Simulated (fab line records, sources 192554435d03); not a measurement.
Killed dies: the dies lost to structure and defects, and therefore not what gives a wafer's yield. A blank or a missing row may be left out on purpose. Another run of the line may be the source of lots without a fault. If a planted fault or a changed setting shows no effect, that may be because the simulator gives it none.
Matching of chambers	flow n5_finfet	rie_diel-01 running N5_FIN_CUT_ETCH_21: 4 sister chambers
The step etches SOC in N2/H2, target depth 219 nm, overetch 43.8 nm, time 523.5 s. 4 wafers are shown with their chamber, then 7 later ones without.

== WAFERS, EACH WITH ITS CHAMBER ==
wafer	chamber	showerhead_plenum_p_Torr (Torr)
L090.4	2	2.62
L090.6	1	2.71
L095.2	3	2.49
L095.3	0	2.57

== WAFERS MISSING THEIR CHAMBER ==
wafer	showerhead_plenum_p_Torr (Torr)
L095.4	2.62
L096.1	2.57
L096.3	2.61
L096.5	2.61
L097.1	2.61
L097.2	2.57
L097.3	2.70

== EACH ONE'S CHAMBER ==
wafer	from the rows above	in truth
L095.4	2	2
L096.1	0	0
L096.3	2	2
L096.5	2	2
L097.1	2	2
L097.2	0	0
L097.3	1	1
Placed correctly: 7 of 7. Can't be placed from these rows: 0. 0 placed wrongly.
How it was worked out, from the rows above alone: a wafer's distance from a chamber is the root of the sum, over the readings, of the square of ((its reading less the chamber's mean) divided by the reading's scatter). The wafer belongs to the nearest chamber; if the next one is less than 2 further off, it can't be placed. A chamber's mean is the mean of its shown wafers. The scatter: root of mean squared gap, hidden wafer to nearest shown wafer, with one shown wafer a chamber.
